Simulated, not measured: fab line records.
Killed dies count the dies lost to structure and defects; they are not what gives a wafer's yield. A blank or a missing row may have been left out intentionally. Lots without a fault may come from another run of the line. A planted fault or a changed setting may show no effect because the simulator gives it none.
Which of the tools did it?	flow n5Finfet	72 wafers from 24 lots sampled at 6 of the route's 1938 steps

WHAT EACH GAUGE READ, for each wafer
N5_BEOL_M15_THK_MEAS_50: measures by xrf. Usual: M15_THK 860 nm, standard deviation 17.
lot	measured	on	M15_THK (nm)	flag
L074	day 11 08:57	filmMetro-02	836 845 856	
L075	day 11 14:00	filmMetro-02	837 841 838	
L076	day 12 00:48	filmMetro-01	857 848 878	
L077	day 12 14:31	filmMetro-01	840 856 848	
L078	day 12 10:38	filmMetro-01	858 875 877	
L079	day 12 09:59	filmMetro-02	848 860 836	
L080	day 12 21:59	filmMetro-01	855 863 849	
L081	day 13 08:29	filmMetro-01	870 861 862	
L083	day 13 15:11	filmMetro-02	833 855 852	
L082	day 13 22:13	filmMetro-01	862 870 878	
L084	day 13 22:34	filmMetro-02	842 846 862	
L086	day 14 18:56	filmMetro-01	878 883 884	
L085	day 14 20:10	filmMetro-02	865 844 864	
L087	day 15 02:55	filmMetro-02	875 869 873	
L089	day 16 02:53	filmMetro-01	866 866 850	
L088	day 16 07:08	filmMetro-02	877 869 887	
L090	day 16 16:19	filmMetro-02	831 849 841	
L091	day 16 10:09	filmMetro-01	879 875 879	
L093	day 16 19:22	filmMetro-01	829 841 839	
L094	day 17 06:28	filmMetro-02	820 837 852	
L092	day 17 10:37	filmMetro-01	855 884 885	
L095	day 17 12:32	filmMetro-02	874 875 847	
L096	day 17 21:47	filmMetro-02	885 863 879	
L097	day 18 11:53	filmMetro-01	859 890 875	

WHICH TOOL RAN EACH LOT (tool, then ch and the chambers of the sampled wafers, then the start)
lot	N5_BEOL_M13_PRE_CLEAN_42	N5_BEOL_M13_ANNEAL_48	N5_BEOL_M14_VIA_ETCH_16	N5_BEOL_M14_STRIP_63	N5_BEOL_M15_STRIP_63
L074	pvdSputter-01, day 10 19:09	rtpAnneal-02 ch 0, day 10 19:43	rieDiel-04 ch 0,1,3, day 10 21:25	rieDiel-04 ch 0,1,3, day 11 08:57 or earlier	rieDiel-02 ch 0,2,3, day 11 08:57 or earlier
L075	pvdSputter-02, day 10 19:33	rtpAnneal-02 ch 0, day 10 20:41	rieDiel-05 ch 0,1,2, day 10 22:17	rieDiel-05 ch 0,1,2, day 11 14:00 or earlier	rieDiel-01 ch 0,1,3, day 11 14:00 or earlier
L076	pvdSputter-01, day 11 08:29	rtpAnneal-02 ch 0, day 11 08:58	rieDiel-05 ch 2,3, day 11 10:26	rieDiel-05 ch 2,3, day 12 00:48 or earlier	rieDiel-03 ch 0,1, day 12 00:48 or earlier
L077	pvdSputter-01, day 11 17:22	rtpAnneal-01 ch 0, day 11 17:51	rieDiel-04 ch 0,1,2, day 11 19:19	rieDiel-04 ch 0,1,2, day 12 14:31 or earlier	rieDiel-02 ch 1,2,3, day 12 14:31 or earlier
L078	pvdSputter-01, day 11 17:57	rtpAnneal-02 ch 0, day 11 18:26	rieDiel-06 ch 1,2,3, day 11 19:53	rieDiel-06 ch 1,2,3, day 12 10:38 or earlier	rieDiel-01 ch 0,1, day 12 10:38 or earlier
L079	pvdSputter-03, day 11 21:38	rtpAnneal-02 ch 0, day 11 22:07	rieDiel-06 ch 0,1,3, day 11 23:42	rieDiel-06 ch 0,1,3, day 12 09:59 or earlier	rieDiel-02 ch 0,1,2, day 12 09:59 or earlier
L080	pvdSputter-01, day 12 07:32	rtpAnneal-02 ch 0, day 12 08:01	rieDiel-06 ch 0,1,2, day 12 09:36	rieDiel-06 ch 0,1,2, day 12 21:59 or earlier	rieDiel-02 ch 1,3, day 12 21:59 or earlier
L081	pvdSputter-02, day 12 19:55	rtpAnneal-02 ch 0, day 12 20:37	rieDiel-04 ch 2,3, day 12 22:05	rieDiel-04 ch 2,3, day 13 08:29 or earlier	rieDiel-03 ch 1,2,3, day 13 08:29 or earlier
L083	pvdSputter-02, day 13 01:52	rtpAnneal-01 ch 0, day 13 02:24	rieDiel-06 ch 0,2,3, day 13 04:13	rieDiel-06 ch 0,2,3, day 13 15:11 or earlier	rieDiel-03 ch 1,2, day 13 15:11 or earlier
L082	pvdSputter-01, day 13 07:39	rtpAnneal-01 ch 0, day 13 08:31	rieDiel-06 ch 1,3, day 13 09:54	rieDiel-06 ch 1,3, day 13 22:13 or earlier	rieDiel-01 ch 1,2, day 13 22:13 or earlier
L084	pvdSputter-03, day 13 10:59	rtpAnneal-01 ch 0, day 13 11:30	rieDiel-06 ch 0,1, day 13 13:02	rieDiel-06 ch 0,1, day 13 22:34 or earlier	rieDiel-01 ch 0,2,3, day 13 22:34 or earlier
L086	pvdSputter-03, day 14 01:45	rtpAnneal-01 ch 0, day 14 02:27	rieDiel-06 ch 0,2,3, day 14 04:00	rieDiel-06 ch 0,2,3, day 14 18:56 or earlier	rieDiel-01 ch 0,3, day 14 18:56 or earlier
L085	pvdSputter-02, day 14 06:38	rtpAnneal-02 ch 0, day 14 07:07	rieDiel-05 ch 0,2, day 14 08:59	rieDiel-05 ch 0,2, day 14 20:10 or earlier	rieDiel-01 ch 0,2,3, day 14 20:10 or earlier
L087	pvdSputter-02, day 14 06:57	rtpAnneal-02 ch 0, day 14 07:46	rieDiel-06 ch 2,3, day 14 09:34	rieDiel-06 ch 2,3, day 15 02:55 or earlier	rieDiel-01 ch 1,3, day 15 02:55 or earlier
L089	pvdSputter-01, day 15 09:18	rtpAnneal-01 ch 0, day 15 09:56	rieDiel-06 ch 0,3, day 15 13:07	rieDiel-06 ch 0,3, day 16 02:53 or earlier	rieDiel-01 ch 0,3, day 16 02:53 or earlier
L088	pvdSputter-01, day 15 10:35	rtpAnneal-02 ch 0, day 15 11:25	rieDiel-06 ch 0,1,3, day 15 13:45	rieDiel-06 ch 0,1,3, day 16 07:08 or earlier	rieDiel-02 ch 1,2,3, day 16 07:08 or earlier
L090	pvdSputter-02, day 15 11:50	rtpAnneal-01 ch 0, day 15 12:25	rieDiel-05 ch 0,2,3, day 15 14:22	rieDiel-05 ch 0,2,3, day 16 16:19 or earlier	rieDiel-03 ch 0,1, day 16 16:19 or earlier
L091	pvdSputter-02, day 15 18:45	rtpAnneal-01 ch 0, day 15 19:20	rieDiel-04 ch 0,2, day 15 20:48	rieDiel-04 ch 0,2, day 16 10:09 or earlier	rieDiel-02 ch 0,3, day 16 10:09 or earlier
L093	pvdSputter-03, day 16 01:57	rtpAnneal-01 ch 0, day 16 02:34	rieDiel-04 ch 0,3, day 16 04:16	rieDiel-04 ch 0,3, day 16 19:22 or earlier	rieDiel-02 ch 0,1,2, day 16 19:22 or earlier
L094	pvdSputter-02, day 16 17:54	rtpAnneal-01 ch 0, day 16 18:28	rieDiel-06 ch 0,2, day 16 20:08	rieDiel-06 ch 0,2, day 17 06:28 or earlier	rieDiel-02 ch 0,2,3, day 17 06:28 or earlier
L092	pvdSputter-02, day 16 18:23	rtpAnneal-02 ch 0, day 16 19:03	rieDiel-06 ch 0,1,2, day 16 20:30	rieDiel-06 ch 0,1,2, day 17 10:37 or earlier	rieDiel-03 ch 0,1,3, day 17 10:37 or earlier
L095	pvdSputter-03, day 17 00:07	rtpAnneal-02 ch 0, day 17 00:42	rieDiel-05 ch 0,1,2, day 17 02:11	rieDiel-05 ch 0,1,2, day 17 12:32 or earlier	rieDiel-03 ch 1,2, day 17 12:32 or earlier
L096	pvdSputter-01, day 17 08:17	rtpAnneal-02 ch 0, day 17 08:46	rieDiel-05 ch 2,3, day 17 10:13	rieDiel-05 ch 2,3, day 17 21:47 or earlier	rieDiel-03 ch 0,2, day 17 21:47 or earlier
L097	pvdSputter-01, day 17 18:52	rtpAnneal-02 ch 0, day 17 19:32	rieDiel-04 ch 0,1,3, day 17 21:00	rieDiel-04 ch 0,1,3, day 18 11:53 or earlier	rieDiel-01 ch 1,2, day 18 11:53 or earlier
- N5_BEOL_M13_PRE_CLEAN_42: time 30 s.
- N5_BEOL_M13_ANNEAL_48: time 90 s.
- N5_BEOL_M14_VIA_ETCH_16: etches SiO2 in C4F8/O2/Ar, target depth 1231.3 nm.
- N5_BEOL_M14_STRIP_63: strips in O2.
- N5_BEOL_M15_STRIP_63: strips in O2.

WHAT THE TOOLS THEMSELVES READ (means of the sampled wafers that have a number; where no wafer has one, the mark that the record gives instead)
N5_BEOL_M13_PRE_CLEAN_42. Usual: heaterPowerW 328 W, standard deviation 28.
lot	tool	heaterPowerW (W)	flag
L074	pvdSputter-01	314	
L075	pvdSputter-02	339	
L076	pvdSputter-01	335	
L077	pvdSputter-01	333	
L078	pvdSputter-01	305	
L079	pvdSputter-03	334	
L080	pvdSputter-01	291	
L081	pvdSputter-02	353	
L083	pvdSputter-02	338	
L082	pvdSputter-01	296	
L084	pvdSputter-03	333	
L086	pvdSputter-03	334	
L085	pvdSputter-02	338	
L087	pvdSputter-02	333	
L089	pvdSputter-01	322	
L088	pvdSputter-01	327	
L090	pvdSputter-02	369	
L091	pvdSputter-02	334	
L093	pvdSputter-03	322	
L094	pvdSputter-02	346	
L092	pvdSputter-02	341	
L095	pvdSputter-03	312	
L096	pvdSputter-01	298	
L097	pvdSputter-01	312	

N5_BEOL_M13_ANNEAL_48. Usual: annealTempC 225.06 C, standard deviation 0.16; annealTempCMax 226.2, standard deviation 0.44; wafer_temp_C_max 226.34, standard deviation 0.29.
lot	tool	annealTempC (C)	annealTempCMax	wafer_temp_C_max	flag
L074	rtpAnneal-02	225.12	226.6	226.26	
L075	rtpAnneal-02	225.05	226.3	226.53	
L076	rtpAnneal-02	225.36	226.9	226.35	
L077	rtpAnneal-01	224.99	225.6	226.27	
L078	rtpAnneal-02	224.91	226.5	226.31	
L079	rtpAnneal-02	225.07	226.5	226.56	
L080	rtpAnneal-02	224.87	226.3	226.33	
L081	rtpAnneal-02	225.22	226.5	226.38	
L083	rtpAnneal-01	224.95	225.6	226.70	
L082	rtpAnneal-01	225.13	225.7	226.49	
L084	rtpAnneal-01	225.18	225.9	226.12	
L086	rtpAnneal-01	225.01	225.6	226.52	
L085	rtpAnneal-02	225.13	226.5	226.36	
L087	rtpAnneal-02	225.04	226.6	226.59	
L089	rtpAnneal-01	225.13	225.8	226.20	
L088	rtpAnneal-02	225.01	226.4	225.93	
L090	rtpAnneal-01	225.17	225.8	226.45	
L091	rtpAnneal-01	225.04	225.7	226.22	
L093	rtpAnneal-01	225.11	225.7	226.53	
L094	rtpAnneal-01	225.19	226.0	226.22	
L092	rtpAnneal-02	225.06	226.6	226.39	
L095	rtpAnneal-02	225.09	226.6	226.22	
L096	rtpAnneal-02	225.10	226.7	226.34	
L097	rtpAnneal-02	224.76	226.2	226.17	

N5_BEOL_M14_VIA_ETCH_16. Usual: drypumpMotorCurrentA 5.9 A, standard deviation 0.49; oesProductAu 0.76 a.u., standard deviation 0.081; rfVppV 2202 V, standard deviation 49; showerheadPlenumPTorr 3.41 Torr, standard deviation 0.14; throttleValvePct 30.70 %, standard deviation 0.26.
lot	tool	drypumpMotorCurrentA (A)	oesProductAu (a.u.)	rfVppV (V)	showerheadPlenumPTorr (Torr)	throttleValvePct (%)	flag
L074	rieDiel-04	5.4	0.75	2201	3.44	30.45	
L075	rieDiel-05	5.6	0.74	2235	3.54	30.83	
L076	rieDiel-05	5.3	0.70	2188	3.51	31.02	
L077	rieDiel-04	5.5	0.70	2194	3.49	30.59	
L078	rieDiel-06	6.0	0.75	2210	3.28	30.54	
L079	rieDiel-06	6.4	0.82	2183	3.34	30.67	
L080	rieDiel-06	6.0	0.77	2234	3.32	30.68	
L081	rieDiel-04	5.5	0.71	2190	3.42	30.66	
L083	rieDiel-06	6.2	0.72	2197	3.30	30.66	
L082	rieDiel-06	6.2	0.82	2194	3.32	30.58	
L084	rieDiel-06	6.4	0.82	2207	3.37	30.82	
L086	rieDiel-06	6.2	0.70	2197	3.29	30.64	
L085	rieDiel-05	5.3	0.84	2236	3.58	30.67	
L087	rieDiel-06	5.8	0.65	2225	3.23	30.54	
L089	rieDiel-06	6.6	0.75	2170	3.34	30.81	
L088	rieDiel-06	6.4	0.77	2182	3.33	30.71	
L090	rieDiel-05	5.5	0.80	2214	3.53	30.88	
L091	rieDiel-04	5.8	0.67	2190	3.56	30.90	
L093	rieDiel-04	5.6	0.76	2212	3.56	30.69	
L094	rieDiel-06	5.8	0.82	2273	3.52	30.65	
L092	rieDiel-06	6.0	0.80	2245	3.43	30.70	
L095	rieDiel-05	5.6	0.75	2231	3.51	30.76	
L096	rieDiel-05	5.3	0.80	2186	3.49	30.85	
L097	rieDiel-04	5.4	0.78	2211	3.54	30.42	

N5_BEOL_M14_STRIP_63. Usual: drypumpMotorCurrentA 5.9 A, standard deviation 0.49; oesProductAu 0.83 a.u., standard deviation 0.094; rfVppV 3.7 V, standard deviation 0.84; showerheadPlenumPTorr 2.08 Torr, standard deviation 0.091; throttleValvePct 16.56 %, standard deviation 0.2.
lot	tool	drypumpMotorCurrentA (A)	oesProductAu (a.u.)	rfVppV (V)	showerheadPlenumPTorr (Torr)	throttleValvePct (%)	flag
L074	rieDiel-04	5.4	0.83	3.5	2.10	16.35	
L075	rieDiel-05	5.6	0.82	3.4	2.16	16.55	
L076	rieDiel-05	5.3	0.79	4.0	2.12	16.56	
L077	rieDiel-04	5.6	0.77	4.1	2.15	16.61	
L078	rieDiel-06	6.0	0.82	3.4	2.02	16.67	
L079	rieDiel-06	6.3	0.90	4.0	2.04	16.55	
L080	rieDiel-06	6.0	0.84	4.2	2.03	16.69	
L081	rieDiel-04	5.5	0.79	3.6	2.08	16.52	
L083	rieDiel-06	6.2	0.78	4.5	2.01	16.62	
L082	rieDiel-06	6.2	0.90	3.0	2.05	16.65	
L084	rieDiel-06	6.4	0.90	3.9	2.06	16.58	
L086	rieDiel-06	6.2	0.79	4.2	2.01	16.64	
L085	rieDiel-05	5.3	0.92	3.4	2.19	16.32	
L087	rieDiel-06	5.8	0.70	4.0	1.98	16.75	
L089	rieDiel-06	6.6	0.83	3.5	2.03	16.56	
L088	rieDiel-06	6.4	0.84	4.2	2.03	16.63	
L090	rieDiel-05	5.5	0.90	3.4	2.15	16.45	
L091	rieDiel-04	5.7	0.74	2.6	2.19	16.82	
L093	rieDiel-04	5.5	0.84	4.0	2.17	16.37	
L094	rieDiel-06	5.8	0.88	2.8	2.17	16.52	
L092	rieDiel-06	6.0	0.88	2.8	2.11	16.62	
L095	rieDiel-05	5.6	0.84	4.5	2.14	16.47	
L096	rieDiel-05	5.3	0.88	3.8	2.10	16.32	
L097	rieDiel-04	5.4	0.85	4.2	2.17	16.29	

N5_BEOL_M15_STRIP_63. Usual: drypumpMotorCurrentA 5.8 A, standard deviation 0.48; oesProductAu 0.82 a.u., standard deviation 0.1; rfVppV 3.6 V, standard deviation 0.79; showerheadPlenumPTorr 2.11 Torr, standard deviation 0.081; throttleValvePct 16.66 %, standard deviation 0.29.
lot	tool	drypumpMotorCurrentA (A)	oesProductAu (a.u.)	rfVppV (V)	showerheadPlenumPTorr (Torr)	throttleValvePct (%)	flag
L074	rieDiel-02	5.5	0.80	4.1	2.10	16.70	
L075	rieDiel-01	6.2	0.74	3.5	2.09	16.61	
L076	rieDiel-03	5.7	0.73	3.2	2.05	17.08	
L077	rieDiel-02	5.8	0.75	2.6	2.10	16.68	
L078	rieDiel-01	6.3	0.72	3.5	2.02	16.42	
L079	rieDiel-02	5.7	0.75	4.0	2.04	16.69	
L080	rieDiel-02	6.0	0.76	3.6	2.12	16.59	
L081	rieDiel-03	5.4	0.80	3.0	2.07	16.83	
L083	rieDiel-03	5.6	0.81	3.6	2.05	16.87	
L082	rieDiel-01	6.3	0.96	3.6	2.18	16.31	
L084	rieDiel-01	5.9	0.83	3.1	2.12	16.75	
L086	rieDiel-01	5.9	0.79	3.8	2.12	16.61	
L085	rieDiel-01	6.0	0.82	2.8	2.12	16.78	
L087	rieDiel-01	6.6	0.85	2.8	2.21	16.38	
L089	rieDiel-01	5.9	0.78	3.3	2.12	16.62	
L088	rieDiel-02	5.8	0.82	3.9	2.18	16.55	
L090	rieDiel-03	5.7	0.79	3.1	2.04	16.97	
L091	rieDiel-02	5.4	0.80	4.4	2.17	16.70	
L093	rieDiel-02	5.7	0.80	3.7	2.12	16.59	
L094	rieDiel-02	5.5	0.83	3.9	2.18	16.61	
L092	rieDiel-03	5.4	0.88	4.1	2.06	16.76	
L095	rieDiel-03	5.4	0.84	3.9	2.09	16.71	
L096	rieDiel-03	5.4	0.92	3.8	2.13	16.56	
L097	rieDiel-01	6.0	0.89	3.8	2.12	16.63	

THE ANSWER, worked out from the rows above alone
Rule: take the mean of a lot's wafers that have a number; if it is more than 3 standard deviations from the usual mean, the lot is off. Also off: a lot with no number at a reading for which 4 or more lots have one. All remaining lots with rows at the step are treated as sound. Order of review: gauges by route order, followed by the tools' own readings, for which a lot's mean as printed above is used. At the first step where some lot is off, the reading lying furthest off is the one used; lots without a number count as furthest.
No lot is off at any reading shown: from this, nothing can be told.

WHAT HAD BEEN PUT IN BY THE SIMULATOR
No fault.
